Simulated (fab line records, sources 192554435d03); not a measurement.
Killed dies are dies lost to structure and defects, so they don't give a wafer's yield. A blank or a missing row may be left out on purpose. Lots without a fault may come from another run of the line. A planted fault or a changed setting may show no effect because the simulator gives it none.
Problem report in the 8D (eight disciplines) form, filled by code | flow n5_finfet | the parts of the form that need people (team, actions taken, sign-off) are left out

1. THE PROBLEM
rf_fwd_power_W at N5_BEOL_M4_VIA_ETCH_34 reads a mean of 261.6 W on 2 wafers of 1 lot; wafers without a fault read 346.7 W with a standard deviation of 1.2. That is -71 standard deviations from the usual mean.
The step: etches the open film in C4F6/O2, target depth 69.4 nm, time 65.9 s.
First seen on wafer L648.3, day 11 19:00, on rie_diel-01. The record holds 15 wafers of 5 lots with a number at this step. Rule for "out", or "out of limits": more than 4 standard deviations from the usual mean. The other wafers with a number count as sound.

2. WHAT IT IS AND WHAT IT IS NOT
question                    | is                       | is not
which readings at this step | rf_fwd_power_W, rf_vpp_V | drypump_motor_current_A, oes_product_au, showerhead_plenum_p_Torr, throttle_valve_pct
which lots                  | L648                     | L633, L639, L649, L654
which wafers of those lots  | L648.3, L648.5           | L648.2
read on which tools         | rie_diel-01              | rie_diel-02, rie_diel-04
when                        | from day 11 19:00        | up to then (7 sound wafers); but 6 sound wafers of L649, L654 came after

3. SUSPECTS, AND WHAT RULES EACH OUT
Counting: a tool at a process step up to the reading stays a suspect if it ran every lot that is out. Sound lots after the first of them don't rule it out here, since some wafers of a struck lot are sound.
- rie_diel-04 at N5_BEOL_M4_DESCUM_33 (chemistry O2, time 7 s): kept. It ran the lot that is out, L648 (day 11 15:58).
- rie_diel-04 at N5_BEOL_M4_ETCH_77 (etches underlayer in N2/H2, target depth 6.5 nm, time 5.2 s): kept. It ran the lot that is out, L648 (day 11 15:59).
- rie_diel-04 at N5_BEOL_M4_ETCH_69 (etches SiARC in CF4, target depth 15.6 nm, time 26 s): kept. It ran the lot that is out, L648 (day 11 16:01).
- ald_sin-01 at N5_BEOL_M4_ALD_98 (deposits SiO2, target thk 2.5 nm, pulse time 1 s, co reactant pulse time 1 s): kept. It ran the lot that is out, L648 (day 11 16:07); its last sound lot up to then is L639 (day 9 06:02).
- rie_diel-01 at N5_BEOL_M4_ETCHBACK_99 (etches SiO2 in CHF3, target depth 5 nm, time 10.4 s): kept. It ran the lot that is out, L648 (day 11 18:52); its last sound lot up to then is L633 (day 7 14:33).
- rie_diel-01 at N5_BEOL_M4_VIA_ETCH_34 (etches the open film in C4F6/O2, target depth 69.4 nm, time 65.9 s): kept. It ran the lot that is out, L648 (day 11 19:00); its last sound lot up to then is L633 (day 7 14:41). Its own readings are out on those wafers: rf_fwd_power_W, rf_vpp_V.
- Within rie_diel-01 at N5_BEOL_M4_ETCHBACK_99: the wafers that are out ran in chamber 0; their sound lot-mates ran in chamber 1.
- Within rie_diel-01 at N5_BEOL_M4_VIA_ETCH_34: the wafers that are out ran in chamber 0; their sound lot-mates ran in chamber 1.
Left after counting: rie_diel-04 at N5_BEOL_M4_DESCUM_33, rie_diel-04 at N5_BEOL_M4_ETCH_77, rie_diel-04 at N5_BEOL_M4_ETCH_69, ald_sin-01 at N5_BEOL_M4_ALD_98, rie_diel-01 at N5_BEOL_M4_ETCHBACK_99, rie_diel-01 at N5_BEOL_M4_VIA_ETCH_34.

4. THE CAUSE (what the simulator had put in)
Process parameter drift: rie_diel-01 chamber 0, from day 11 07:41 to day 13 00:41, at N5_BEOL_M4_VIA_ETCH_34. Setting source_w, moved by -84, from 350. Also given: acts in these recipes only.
Counting left 6 suspects, and this tool is among them.

5. THE CHAIN OF EFFECTS, in route order
Each row: a reading whose mean over the struck wafers that have a number lies more than 3 standard deviations from the usual. Only readings for which the record gives a usual standard deviation are gone through. hours: the time from each lot's start at the first step in this table that gives one to its start at this step, as a median over the lots. sigmas: the change in usual standard deviations.
hours | step                   | reading        | usual   | on struck wafers | change | sigmas
0     | N5_BEOL_M4_VIA_ETCH_34 | rf_fwd_power_W | 346.7 W | 261.6            | -85.1  | -71
0     | N5_BEOL_M4_VIA_ETCH_34 | rf_vpp_V       | 667 V   | 764              | +97    | +12
The process steps in it:
- N5_BEOL_M4_VIA_ETCH_34: etches the open film in C4F6/O2, target depth 69.4 nm, time 65.9 s.
Later measuring or inspecting steps at which every struck wafer that the step has a row for has a number for every such reading, and none has moved that far: N5_BEOL_M4_RC_MEAS_101.

6. WHAT WOULD HAVE CAUGHT IT SOONER
In this record the first reading out of limits was taken at day 11 19:00, 11 hours after the fault began at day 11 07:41.
